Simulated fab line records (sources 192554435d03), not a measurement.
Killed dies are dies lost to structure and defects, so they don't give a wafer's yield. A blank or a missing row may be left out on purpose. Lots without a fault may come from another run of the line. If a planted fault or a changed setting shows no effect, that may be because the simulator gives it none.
Code-filled problem report in 8D (eight disciplines) form :: flow n5Finfet :: the parts of the form that need people (team, actions taken, sign-off) are left out

== 1. WHAT IS WRONG ==
Wafers with no fault read 100.0 sccm with a standard deviation of 0.3, whereas cf4FlowSccm at N5_BEOL_M0_SAQP_ETCH_73 reads a mean of 130.0 sccm on 1 wafer of 1 lot. So: +99 or more standard deviations from the usual mean.
The step: etches SiARC in CF4, target depth 19.5 nm, time 32.5 s.
Seen first at day 8 17:41 on rieDiel-03, wafer L283.2. The record holds 27 wafers of 9 lots with a number at this step. By rule, "out" or "out of limits" means more than 4 standard deviations away from the usual mean. All remaining wafers that have a number are taken as sound.

== 2. WHAT THIS IS AND IS NOT ==
question: which readings at this step
is: cf4FlowSccm, throttleValvePct
is not: drypumpMotorCurrentA, etchRfOnTimeS, oesProductAu, rfVppV

question: which lots
is: L283
is not: L271, L272, L273, L274, L290, L291, L292, L294

question: which wafers of those lots
is: L283.2
is not: L283.1, L283.5

question: read on which tools
is: rieDiel-03
is not: rieDiel-02, rieDiel-04

question: when
is: from day 8 17:41
is not: up to then (14 sound wafers); but 12 sound wafers of L290, L291, L292, L294 came after

== 3. SUSPECTS, AND WHAT RULES EACH OUT ==
Counting: any tool at a process step up to the reading remains a suspect provided it ran every lot that is out. Sound lots after the first of them don't rule it out here, since some wafers of a struck lot are sound.
- vaporEtch-01 at N5_BEOL_M0_SAQP_RECESS_104 (chemistry HF/NH3, target SiO2, target depth 18 nm, afs cycles 3, sublimation time 60 s): kept. It processed L283, the lot that is out, at day 8 15:41, and its most recent sound lot before then was L274 at day 6 20:13.
- rieDiel-02 at N5_BEOL_M0_SAQP_SPACER2_ETCHBACK_27 (etches SiO2 in CHF3/O2, target depth 22.5 nm, time 11.25 s): kept. It processed L283, the lot that is out, at day 8 17:00, and its most recent sound lot before then was L273 at day 6 20:37.
- rieDiel-03 at N5_BEOL_M0_SAQP_ETCH_73 (etches SiARC in CF4, target depth 19.5 nm, time 32.5 s): kept. It processed L283, the lot that is out, at day 8 17:41, and its most recent sound lot before then was L274 at day 7 00:01. Its own cf4FlowSccm, throttleValvePct readings are out on those wafers.
- At N5_BEOL_M0_SAQP_RECESS_104 on vaporEtch-01, chamber 0 took the sound wafers of the same lots and chamber 1 took the wafers that are out.
- At N5_BEOL_M0_SAQP_SPACER2_ETCHBACK_27 on rieDiel-02, chamber 2 took the sound wafers of the same lots and chamber 0 took the wafers that are out.
- At N5_BEOL_M0_SAQP_ETCH_73 on rieDiel-03, chamber 3 took the sound wafers of the same lots and chamber 2 took the wafers that are out.
The count leaves vaporEtch-01 at N5_BEOL_M0_SAQP_RECESS_104, rieDiel-02 at N5_BEOL_M0_SAQP_SPACER2_ETCHBACK_27, and rieDiel-03 at N5_BEOL_M0_SAQP_ETCH_73.

== 4. THE CAUSE (what the simulator had put in) ==
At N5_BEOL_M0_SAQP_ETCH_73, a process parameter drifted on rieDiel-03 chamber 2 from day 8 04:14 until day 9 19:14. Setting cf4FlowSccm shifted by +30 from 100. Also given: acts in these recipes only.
This tool is one of the 3 suspects left after counting.

== 5. THE EFFECT CHAIN, in route order ==
One row per reading whose mean, taken over the struck wafers that have a number, lies over 3 standard deviations from the usual. Only readings whose record carries a usual standard deviation are examined. hours: median over the lots of the time between each lot's start at the first step of this table that gives one and its start at this step. sigmas: the change, counted in usual standard deviations.
hours: 0
step: N5_BEOL_M0_SAQP_ETCH_73
reading: cf4FlowSccm
usual: 100.0 sccm
on struck wafers: 130.0
change: +30.0
sigmas: +99 or more

hours: 0
step: N5_BEOL_M0_SAQP_ETCH_73
reading: throttleValvePct
usual: 15.58 %
on struck wafers: 16.92
change: +1.34
sigmas: +4.6
Here are the process steps it includes:
- N5_BEOL_M0_SAQP_ETCH_73: etches SiARC in CF4, target depth 19.5 nm, time 32.5 s.
At these later measuring or inspecting steps, every struck wafer for which the step has a row has a number for every such reading, and none has moved that far: N5_BEOL_M4_RC_MEAS_101.

== 6. HOW IT WOULD HAVE BEEN CAUGHT EARLIER ==
First out-of-limits reading in this record: day 8 17:41, which is 13 hours after fault onset at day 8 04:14.
